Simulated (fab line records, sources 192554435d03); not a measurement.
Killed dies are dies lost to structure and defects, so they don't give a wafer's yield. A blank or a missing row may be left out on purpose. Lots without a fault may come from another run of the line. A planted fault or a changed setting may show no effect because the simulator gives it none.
fab line records | flow n5_finfet | part 2 of 2: steps 16 to 26 of 26
record lots=5 wafers=15 last_day=17
route steps=1938 shown BEOL_M7@1295
lots that met no fault: from a run of the same line without faults
start_h: hours from the record's first day to the start of the lot's first wafer shown | wait_h: hours since the lot's step before | " the same as in the row above | L1.1+2: a row that stands for several wafers | - no value, or no start given | * or withheld: withheld | < > ~ a bound
route shown NAME@n: a module of which the file shows steps, and the number in the route of the first | usual: mean/standard deviation of fault-free wafers | same: alike in all rows | chamber/n: place in a boat | sites: the reading at each site | _std_site: their standard deviation | _edge_site: outer sites' mean less inner sites' | radius_mm: how far each site lies from the wafer's centre | mask NAME#n: copy n | behind: the tool/chamber that last shaped the wafer | hold: why the lot was held/for how many hours/how that ended | device: the transistor (n, p or np) that didn't switch | end of line: the same wafers' tests at the end of the route | a step without rows: its recipe alone | killed: dies lost to structure and defects at the first sort, not the wafer's yield | map: a wafer's dies, x killed, . not, _ none there
set.NAME: the setting as run; set.NAME@STEP: as run at that earlier step | model.NAME: the simulator's own value behind a step, which no gauge read
lots at some steps of the route; a table a step, a row a wafer
services: from which hour (start_h, from the record's first day; less than 0 if before it) a tool's chamber was out of use, for how many hours, and why
## steps
# step N5_BEOL_M7_STRIP_80
# recipe chemistry=N2/H2 time_s=10 power_w=450 temp_c=40 pressure_mtorr=20 rf_frequency_hz=6e+07 bias_power_w=7 n2_flow_sccm=200 h2_flow_sccm=200
# usual drypump_motor_current_A=5.80/0.28 oes_product_au=0.77/0.091 rf_vpp_V=59.3/0.86 showerhead_plenum_p_Torr=2.52/0.069 throttle_valve_pct=23.71/0.24
# same time_s=10
# columns lot.wafer tool chamber start_h wait_h drypump_motor_current_A oes_product_au rf_hours_counter_h rf_vpp_V showerhead_plenum_p_Torr throttle_valve_pct
L075.1 rie_diel-06 2 - - 5.77 0.73 187 59.5 2.64 23.80
L075.2 " 3 " " 6.14 0.81 89 57.8 2.45 23.79
L075.6 " 0 " " 5.83 0.68 - 60.2 2.60 23.71
L081.2 rie_diel-02 1 - - 5.92 0.70 228 58.9 2.50 23.89
L081.4 " 2 " " 5.32 0.77 - 59.0 2.44 23.57
L081.5 " 1 " " 5.90 0.70 - 61.1 2.50 23.88
L089.2 rie_diel-02 3 - - 5.57 0.95 13 60.0 2.59 23.47
L089.5 " 1 " " 5.89 0.68 - 58.7 2.49 23.90
L089.6 " 2 " " 5.32 0.74 - 59.9 2.43 23.57
L092.1 rie_diel-06 1 - - 5.98 0.90 25 61.0 2.59 23.16
L092.4 " 2 " " 5.79 0.70 225 60.5 2.62 23.83
L092.5 " 0 " " 5.83 0.90 - 59.7 2.59 23.43
L094.3 rie_diel-02 2 - - 5.32 0.73 194 58.8 2.43 23.60
L094.4 " 3 " " 5.59 0.92 - 59.6 2.58 23.49
L094.5 " 0 " " 6.10 0.71 - 59.7 2.51 23.99
# step N5_BEOL_M7_OCD_MEAS_38
# usual trench_depth_nm=93.1/1.5
# columns lot.wafer tool chamber start_h wait_h trench_depth_nm
L075.1 ocd-01 - 205.98 - 93.6
L075.2 " - " " 92.8
L075.6 " - " " 92.5
L081.2 ocd-02 - 241.93 - 92.8
L081.4 " - " " 92.7
L081.5 " - " " 93.2
L089.2 ocd-02 - 284.80 - 95.5
L089.5 " - " " 92.8
L089.6 " - " " 92.9
L092.1 ocd-02 - 306.87 - 96.5
L092.4 " - " " 93.6
L092.5 " - " " 93.3
L094.3 ocd-02 - 319.79 - 92.5
L094.4 " - " " 93.7
L094.5 " - " " 92.6
# step N5_BEOL_M7_HM_STRIP_39
# recipe chemistry=peroxide_tin_strip material=TiN target_depth_a=250 temp_c=50 time_s=158
# usual bath_guard_temp_C=50.1/0.61
# same time_s=158
# columns lot.wafer tool chamber start_h wait_h bath_guard_temp_C
L075.1 wet_bench-01 7 206.02 0.0 49.5
L075.2 " 1 " " 51.2
L075.6 " 4 " " 50.9
L081.2 wet_bench-06 4 241.96 0.0 49.9
L081.4 " 0 " " 49.9
L081.5 " 5 " " 50.0
L089.2 wet_bench-05 6 284.83 0.0 49.1
L089.5 " 4 " " 50.6
L089.6 " 5 " " 50.3
L092.1 wet_bench-06 5 306.90 0.0 49.6
L092.4 " 6 " " 49.4
L092.5 " 0 " " 49.5
L094.3 wet_bench-06 1 319.82 0.0 50.6
L094.4 " 2 " " 49.3
L094.5 " 5 " " 50.1
# step N5_BEOL_M7_SRD_40
# recipe time_s=30 temp_c=23 rinse_liquid=diw dry=ipa_marangoni
# same time_s=30
# columns lot.wafer tool chamber start_h wait_h
L075.1+2+6 wet_bench-01 7,1,4 206.06 0.0
L081.2+4+5 wet_bench-06 4,0,5 242.01 0.0
L089.2+5+6 wet_bench-05 6,4,5 284.88 0.0
L092.1+4+5 wet_bench-06 5,6,0 306.95 0.0
L094.3+4+5 wet_bench-06 1,2,5 319.86 0.0
# step N5_BEOL_M7_PRECLEAN_42
# recipe chemistry=residue_remover time_s=60 temp_c=40
# usual bath_guard_temp_C=40.1/0.63
# same time_s=60
# columns lot.wafer tool chamber start_h wait_h bath_guard_temp_C
L075.1 wet_bench-01 7 206.08 0.0 39.6
L075.2 " 1 " " 41.2
L075.6 " 4 " " 41.0
L081.2 wet_bench-06 4 242.02 0.0 39.8
L081.4 " 0 " " 39.5
L081.5 " 5 " " 39.9
L089.2 wet_bench-05 6 284.90 0.0 39.1
L089.5 " 4 " " 40.8
L089.6 " 5 " " 40.4
L092.1 wet_bench-06 5 306.97 0.0 39.8
L092.4 " 6 " " 39.6
L092.5 " 0 " " 39.3
L094.3 wet_bench-06 1 319.88 0.0 40.5
L094.4 " 2 " " 39.1
L094.5 " 5 " " 39.9
# step N5_BEOL_M7_SRD_43
# recipe time_s=30 temp_c=23 rinse_liquid=diw dry=ipa_marangoni
# same time_s=30
# columns lot.wafer tool chamber start_h wait_h
L075.1+2+6 wet_bench-01 7,1,4 206.10 0.0
L081.2+4+5 wet_bench-06 4,0,5 242.04 0.0
L089.2+5+6 wet_bench-05 6,4,5 284.92 0.0
L092.1+4+5 wet_bench-06 5,6,0 306.98 0.0
L094.3+4+5 wet_bench-06 1,2,5 319.90 0.0
# step N5_BEOL_M7_CD_MEAS_35
# recipe target_cd_nm=40 polarity=opening
# usual cd_nm=39.6/0.47
# columns lot.wafer tool chamber start_h wait_h cd_nm
L075.1 cd_sem-03 - 206.14 0.0 40.7
L075.2 " - " " 39.9
L075.6 " - " " 40.1
L081.2 cd_sem-02 - 242.08 0.0 39.9
L081.4 " - " " 38.6
L081.5 " - " " 39.3
L089.2 cd_sem-01 - 284.96 0.0 40.0
L089.5 " - " " 39.1
L089.6 " - " " 40.0
L092.1 cd_sem-03 - 307.02 0.0 40.7
L092.4 " - " " 39.9
L092.5 " - " " 39.5
L094.3 cd_sem-01 - 319.94 0.0 39.4
L094.4 " - " " 39.9
L094.5 " - " " 39.7
# step N5_BEOL_M7_CURE_75
# recipe temp_c=370 time_s=120 ambient=DMADMS/He material=SiCOH_lowk
# usual lamp_power_pct=52.32/0.053 wafer_temp_C_max=371.9/0.74
# same time_s=120
# columns lot.wafer tool chamber start_h wait_h lamp_power_pct wafer_temp_C_max
L075.1 uv_cure-02 0 206.18 0.0 52.30 372.8
L075.2 " 0 " " 52.30 372.2
L075.6 " 0 " " 52.41 372.0
L081.2 uv_cure-01 2 242.17 0.1 52.32 371.9
L081.4 " 2 " " 52.39 372.0
L081.5 " 2 " " 52.36 372.7
L089.2 uv_cure-01 2 285.05 0.1 52.41 373.9
L089.5 " 2 " " 52.34 373.7
L089.6 " 2 " " 52.40 373.4
L092.1 uv_cure-03 0 307.07 0.0 52.29 371.3
L092.4 " 0 " " 52.30 372.0
L092.5 " 0 " " 52.26 371.9
L094.3 uv_cure-02 2 320.18 0.2 52.36 371.5
L094.4 " 2 " " 52.30 371.8
L094.5 " 2 " " 52.24 372.4
# step N5_BEOL_M7_DEGAS_44
# recipe ambient=vacuum temp_c=250 time_s=60
# usual heater_power_w=340/39
# same time_s=60
# columns lot.wafer tool chamber start_h wait_h heater_power_w
L075.1 pvd_sputter-03 - 206.54 0.3 374
L075.2 " - " " 296
L075.6 " - " " 292
L081.2 pvd_sputter-03 - 242.98 0.8 294
L081.4 " - " " 421
L081.5 " - " " 289
L089.2 pvd_sputter-03 - 285.36 0.3 355
L089.5 " - " " 292
L089.6 " - " " 352
L092.1 pvd_sputter-02 - 307.46 0.3 391
L092.4 " - " " 305
L092.5 " - " " 330
L094.3 pvd_sputter-02 - 320.63 0.4 384
L094.4 " - " " 304
L094.5 " - " " 302
# step N5_BEOL_M7_PRE_CLEAN_45
# recipe gas=H2/He time_s=30 temp_c=250
# usual heater_power_w=339/39
# same time_s=30
# columns lot.wafer tool chamber start_h wait_h heater_power_w
L075.1 pvd_sputter-03 - 206.58 0.0 378
L075.2 " - " " 288
L075.6 " - " " 297
L081.2 pvd_sputter-03 - 243.02 0.0 307
L081.4 " - " " 416
L081.5 " - " " 292
L089.2 pvd_sputter-03 - 285.40 0.0 352
L089.5 " - " " 293
L089.6 " - " " 350
L092.1 pvd_sputter-02 - 307.50 0.0 391
L092.4 " - " " 303
L092.5 " - " " 331
L094.3 pvd_sputter-02 - 320.67 0.0 382
L094.4 " - " " 303
L094.5 " - " " 304
# step N5_BEOL_M7_ALD_77
# recipe material=TaN target_thk_a=20 temp_c=275 ald_precursor_family=PDMAT ald_co_reactant=NH3 pressure_torr=3 carrier_flow_sccm=1500 pulse_time_s=2 purge_time_s=3 co_reactant_purge_time_s=2 co_reactant_pulse_time_s=3 ald_cycles=40 precursor_vessel_temp_c=75 precursor_vessel_pressure_torr=26.25 precursor_vessel_carrier_sccm=1000
# usual heater_power_w=423/42
# columns lot.wafer tool chamber start_h wait_h heater_power_w
L075.1 ald_metal-04 1 206.64 0.0 451
L075.2 " 2 " " 504
L075.6 " 3 " " 410
L081.2 ald_metal-03 2 243.08 0.0 357
L081.4 " 3 " " 396
L081.5 " 3 " " 398
L089.2 ald_metal-01 2 285.47 0.1 367
L089.5 " 0 " " 478
L089.6 " 2 " " 367
L092.1 ald_metal-04 2 307.56 0.0 494
L092.4 " 3 " " 411
L092.5 " 3 " " 409
L094.3 ald_metal-01 1 320.74 0.1 421
L094.4 " 3 " " 459
L094.5 " 2 " " 379
## services
# columns tool chamber start_h hours kind
ald_metal-03 - 200.61 0.4 repair
wet_bench-06 - 201.43 3.9 repair
uv_cure-03 - 206.51 2.9 repair
uv_cure-02 - 212.54 11.7 repair
rie_diel-02 3 220.00 - clean
rie_diel-02 3 220.00 - consumable_replace:focus_ring
rie_diel-02 3 220.00 18.5 scheduled_down
rie_diel-02 3 220.00 18.5 vent_cycle
uv_cure-03 - 223.53 5.0 pm
rie_diel-06 1 227.30 - clean
rie_diel-06 1 227.30 - consumable_replace:focus_ring
rie_diel-06 1 227.30 12.9 scheduled_down
rie_diel-06 1 227.30 12.9 vent_cycle
rie_diel-02 3 240.04 7.0 repair
rie_diel-06 0 240.32 - clean
ald_metal-04 2 274.46 2.0 repair
rie_diel-02 3 286.50 12.4 repair
ald_metal-01 2 287.84 8.7 repair
wet_bench-01 - 290.19 1.1 repair
rie_diel-02 1 298.96 - clean
rie_diel-02 1 298.96 - consumable_replace:focus_ring
rie_diel-02 1 298.96 24.0 scheduled_down
rie_diel-02 1 298.96 24.0 vent_cycle
rie_diel-06 2 315.03 5.0 repair
